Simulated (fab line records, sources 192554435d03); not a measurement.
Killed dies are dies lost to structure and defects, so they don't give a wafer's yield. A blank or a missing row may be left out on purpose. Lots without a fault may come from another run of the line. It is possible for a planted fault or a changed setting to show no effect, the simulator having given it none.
What tool caused it? ; flow n5_finfet ; 10 lots with 29 wafers sampled at 4 steps, on a route of 1938 steps

WHAT THE GAUGES SHOWED, per wafer
N5_BEOL_M15_INSPECT_12: inspects for defects (macro).
lot;measured;on;raw_defect_count
L463;day 11 06:14;defect_inspect-02;1 5 1
L465;day 11 20:01;defect_inspect-02;0 3 3
L466;day 11 21:07;defect_inspect-01;1 3 1
L467;day 12 01:41;defect_inspect-02;6 1 3
L470;day 13 03:51;defect_inspect-02;0 2
L483;day 16 07:01;defect_inspect-01;0 3 0
L481;day 16 10:00;defect_inspect-02;2 4 4
L484;day 17 00:58;defect_inspect-02;1 2 2
L485;day 17 07:55;defect_inspect-01;0 1 3
L486;day 17 11:39;defect_inspect-01;2 2 6

N5_PASSIVATION_CD_MEAS_30: target cd 4000 nm.
lot;measured;on;cd_nm (nm)
L463;day 12 05:02;cd_sem-02;3999.0 4001.1 4000.9
L465;day 12 09:55;cd_sem-01;3997.3 3997.9 4000.7
L466;day 12 15:59;cd_sem-03;4000.7 3999.3 3997.8
L467;day 12 16:09;cd_sem-01;3996.6 3980.2 3999.2
L470;day 13 20:41;cd_sem-01;3993.6 3980.3
L483;day 17 01:39;cd_sem-03;3997.5 3995.4 3995.4
L481;day 17 02:36;cd_sem-01;3997.3 3998.0 3998.6
L484;day 17 16:09;cd_sem-02;3998.6 4000.5 4001.8
L485;day 17 23:29;cd_sem-02;3998.9 3998.7 4001.9
L486;day 18 23:30;cd_sem-01;3999.0 3997.9 3999.7

WHICH TOOL RAN EACH LOT (tool, then ch and the chambers of the sampled wafers, then the start)
lot;N5_BEOL_M14_CMP_49;N5_PASSIVATION_PEB_28
L463;cmp-02 ch 0,1,3, day 11 05:03;litho_track-04 ch 0, day 12 04:55
L465;cmp-01 ch 0,1,3, day 11 18:49;litho_track-01 ch 0, day 12 09:48
L466;cmp-01 ch 0,1,2, day 11 20:06;litho_track-01 ch 0, day 12 15:52
L467;cmp-01 ch 0,1,3, day 12 00:35;litho_track-01 ch 0, day 12 16:02
L470;cmp-03 ch 2,3, day 13 02:45;litho_track-01 ch 0, day 13 20:34
L483;cmp-03 ch 0,3, day 16 05:55;litho_track-01 ch 0, day 17 01:32
L481;cmp-03 ch 1,2,3, day 16 08:44;litho_track-01 ch 0, day 17 02:29
L484;cmp-02 ch 0,1,2, day 16 23:47;litho_track-01 ch 0, day 17 16:02
L485;cmp-02 ch 0,1,3, day 17 06:51;litho_track-04 ch 0, day 17 23:23
L486;cmp-01 ch 0,2,3, day 17 10:19;litho_track-01 ch 0, day 18 23:23
- N5_BEOL_M14_CMP_49: polishes, stops on SiO2, t overpolish 5.2 s, target thk 560 nm.
- N5_PASSIVATION_PEB_28

AS READ BY THE TOOLS THEMSELVES (means over the sampled wafers that have a number; for cases with no such wafer, the mark the record gives instead)
N5_BEOL_M14_CMP_49.
lot;tool;barrier_field_endpoint_s (s);clearing_platen_down_force_psi (psi);clearing_platen_rpm (rpm);motor_current_A (A);overpolish_run_s (s);time_to_endpoint_s (s)
L463;cmp-02;11.3;2.001;80.02;7.7;5.198;118
L465;cmp-01;11.1;2.004;80.02;7.7;5.199;118
L466;cmp-01;11.5;2.002;79.97;7.6;5.195;119
L467;cmp-01;11.0;1.997;79.97;7.6;5.194;119
L470;cmp-03;11.3;1.999;79.97;8.6;5.212;124
L483;cmp-03;11.1;2.000;79.99;7.8;5.204;122
L481;cmp-03;11.3;2.002;80.05;8.6;5.203;122
L484;cmp-02;11.0;1.997;79.93;7.4;5.199;117
L485;cmp-02;11.0;2.004;80.02;7.7;5.205;116
L486;cmp-01;11.5;2.000;80.05;7.7;5.202;125

N5_PASSIVATION_PEB_28.
lot;tool;exhaust_pa (Pa)
L463;litho_track-04;45.3
L465;litho_track-01;44.8
L466;litho_track-01;44.8
L467;litho_track-01;46.6
L470;litho_track-01;46.7
L483;litho_track-01;45.9
L481;litho_track-01;44.6
L484;litho_track-01;44.5
L485;litho_track-04;46.5
L486;litho_track-01;43.7

THE ANSWER, worked out from the rows above alone
Rule: what is usual is taken from the lots themselves. Put in order of their means at a reading, lots are off if they are a third of the lots or fewer, leave a main group of 4 or more, and stand apart from it by a gap of 3 or more times the standard deviation of the main group's means; of several such gaps the widest counts. Not used: any main group whose means are identical at the precision the tables above print for the reading. A lot without any number at a reading at which 4 lots or more have one is off too. All remaining lots with rows at the step are treated as sound. The gauges are gone through in route order, then the tools' own readings, and for those a lot's mean is taken as printed above. The first step at which some lot is off is used, and at that step the reading that is off furthest; a lot without a number counts as furthest.
Off at N5_PASSIVATION_CD_MEAS_30 (cd_nm): L467, L470. For the main group the mean is 3998.9 nm and the standard deviation 1.3.
If a tool, at a process step before that reading, ran all the lots that are off and no sound lot after the first of them, it fits. Those tools and the gauges at N5_PASSIVATION_CD_MEAS_30 are tried in the same way. None of those tried fits.

WHAT HAD BEEN PUT IN BY THE SIMULATOR
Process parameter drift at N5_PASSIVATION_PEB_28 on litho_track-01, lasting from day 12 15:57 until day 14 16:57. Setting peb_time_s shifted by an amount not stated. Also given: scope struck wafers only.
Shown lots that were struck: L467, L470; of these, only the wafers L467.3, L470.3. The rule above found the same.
